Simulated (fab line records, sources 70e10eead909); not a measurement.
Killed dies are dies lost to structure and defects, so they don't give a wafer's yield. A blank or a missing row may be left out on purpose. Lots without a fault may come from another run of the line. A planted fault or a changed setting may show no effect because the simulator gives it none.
Chamber matching | flow nand_harc | NHARC_A_WL_FILL_CMP_12 on cmp-04: 4 sister chambers
The step polishes, t overpolish 30 s, target thk 75 nm. 8 wafers are shown with their chamber, then 7 later ones without.

WAFERS WITH THEIR CHAMBER
wafer  | chamber | motor_current_A (A) | time_to_endpoint_s (s)
L085.2 | 1       | 12.3                | 16.7
L085.4 | 2       | 11.1                | 13.6
L085.6 | 0       | 10.8                | 18.1
L090.2 | 1       | 12.6                | 17.2
L090.4 | 2       | 11.5                | 17.4
L090.6 | 3       | 12.7                | 12.6
L090.1 | 3       | 12.5                | 11.0
L090.3 | 0       | 10.7                | 16.3

WAFERS WITHOUT THEIR CHAMBER
wafer  | motor_current_A (A) | time_to_endpoint_s (s)
L090.5 | 11.1                | 17.7
L091.1 | 11.7                | 14.9
L091.3 | 11.1                | 17.2
L091.6 | 11.3                | 19.2
L092.1 | 11.3                | 14.6
L092.3 | 12.3                | 12.6
L092.5 | 11.0                | 15.5

WHICH CHAMBER EACH WENT THROUGH
wafer  | from the rows above     | in truth
L090.5 | can't be placed: 2 or 0 | 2
L091.1 | can't be placed: 2 or 1 | 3
L091.3 | can't be placed: 2 or 0 | 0
L091.6 | can't be placed: 2 or 0 | 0
L092.1 | 2                       | 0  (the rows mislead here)
L092.3 | can't be placed: 3 or 1 | 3
L092.5 | can't be placed: 2 or 0 | 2
Placed correctly: 0 of 7. Can't be placed from these rows: 6 (the true chamber is among the candidates in 5). Placed wrongly: 1.
How it was worked out, from the rows above alone: a wafer's distance from a chamber is the root of the sum, over the readings, of the square of ((its reading less the chamber's mean) divided by the reading's scatter). The wafer belongs to the nearest chamber; if the next one is less than 2 further off, it can't be placed. A chamber's mean is the mean of its shown wafers. The scatter: the root of (the sum of the squares of (reading less its chamber's mean) over the shown wafers, divided by (wafers less chambers)).
